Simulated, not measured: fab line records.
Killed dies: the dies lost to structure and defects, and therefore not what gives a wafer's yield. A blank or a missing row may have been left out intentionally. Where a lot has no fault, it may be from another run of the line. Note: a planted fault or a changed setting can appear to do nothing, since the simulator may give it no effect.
Chamber matching | flow n5-finfet | N5_HKMG_FIN_ALD_91 on ald-metal-01: 4 sister chambers
The step deposits TiN, target thk 1 nm, pulse time 1 s, purge time 3 s. 4 wafers are shown with their chamber, then 7 later ones without.

## WAFERS PAIRED WITH THEIR CHAMBERS
wafer  | chamber | heater-power-w (W)
L079.5 | 2       | 728
L081.2 | 0       | 1076
L085.3 | 1       | 816
L085.5 | 3       | 915

## WAFERS WITHOUT THEIR CHAMBER
wafer  | heater-power-w (W)
L085.6 | 1094
L090.1 | 713
L090.4 | 1073
L090.5 | 1087
L094.2 | 821
L094.3 | 896
L094.4 | 1099

## WHICH CHAMBER EACH ONE RAN IN
wafer  | from the rows above | in truth
L085.6 | 0                   | 0
L090.1 | 2                   | 2
L090.4 | 0                   | 0
L090.5 | 0                   | 0
L094.2 | 1                   | 1
L094.3 | 3                   | 3
L094.4 | 0                   | 0
Correctly placed: 7 of 7. Number that these rows cannot place: 0. Placed wrongly: 0.
How it was worked out, from the rows above alone: a wafer's distance from a chamber is the root of the sum, over the readings, of the square of ((its reading less the chamber's mean) divided by the reading's scatter). If the next closest chamber is less than 2 further off than the closest, the wafer can't be placed; otherwise it belongs to the closest. Each chamber's mean is taken over the wafers shown for it. The scatter: with one shown wafer a chamber, the root of the mean of the squares of how far each hidden wafer lies from its nearest shown one.
